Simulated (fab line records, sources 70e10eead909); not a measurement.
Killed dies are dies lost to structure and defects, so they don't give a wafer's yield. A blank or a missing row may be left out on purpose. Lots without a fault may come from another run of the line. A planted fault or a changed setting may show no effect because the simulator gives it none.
Chamber matching | flow nand_harc | NHARC_A_CONTACT_ETCH_90 on rie_diel-02: 4 sister chambers
The step etches the open film in CH3F/O2, target depth 40 nm, time 85.7 s. 4 wafers are shown with their chamber, then 12 later ones without.

WAFERS WITH THEIR CHAMBER
wafer  | chamber | showerhead_plenum_p_Torr (Torr)
L088.3 | 1       | 2.56
L086.6 | 3       | 2.51
L089.1 | 2       | 2.40
L089.6 | 0       | 2.45

WAFERS WITHOUT THEIR CHAMBER
wafer  | showerhead_plenum_p_Torr (Torr)
L091.1 | 2.55
L091.3 | 2.45
L091.4 | 2.40
L090.1 | 2.40
L090.2 | 2.51
L090.6 | 2.51
L093.4 | 2.51
L093.5 | 2.55
L093.6 | 2.45
L097.1 | 2.50
L097.5 | 2.55
L097.6 | 2.45

WHICH CHAMBER EACH WENT THROUGH
wafer  | from the rows above | in truth
L091.1 | 1                   | 1
L091.3 | 0                   | 0
L091.4 | 2                   | 2
L090.1 | 2                   | 2
L090.2 | 3                   | 3
L090.6 | 3                   | 3
L093.4 | 3                   | 3
L093.5 | 1                   | 1
L093.6 | 0                   | 0
L097.1 | 3                   | 3
L097.5 | 1                   | 1
L097.6 | 0                   | 0
Placed correctly: 12 of 12. Can't be placed from these rows: 0. Placed wrongly: 0.
How it was worked out, from the rows above alone: a wafer's distance from a chamber is the root of the sum, over the readings, of the square of ((its reading less the chamber's mean) divided by the reading's scatter). The wafer belongs to the nearest chamber; if the next one is less than 2 further off, it can't be placed. A chamber's mean is the mean of its shown wafers. The scatter: with one shown wafer a chamber, the root of the mean of the squares of how far each hidden wafer lies from its nearest shown one.
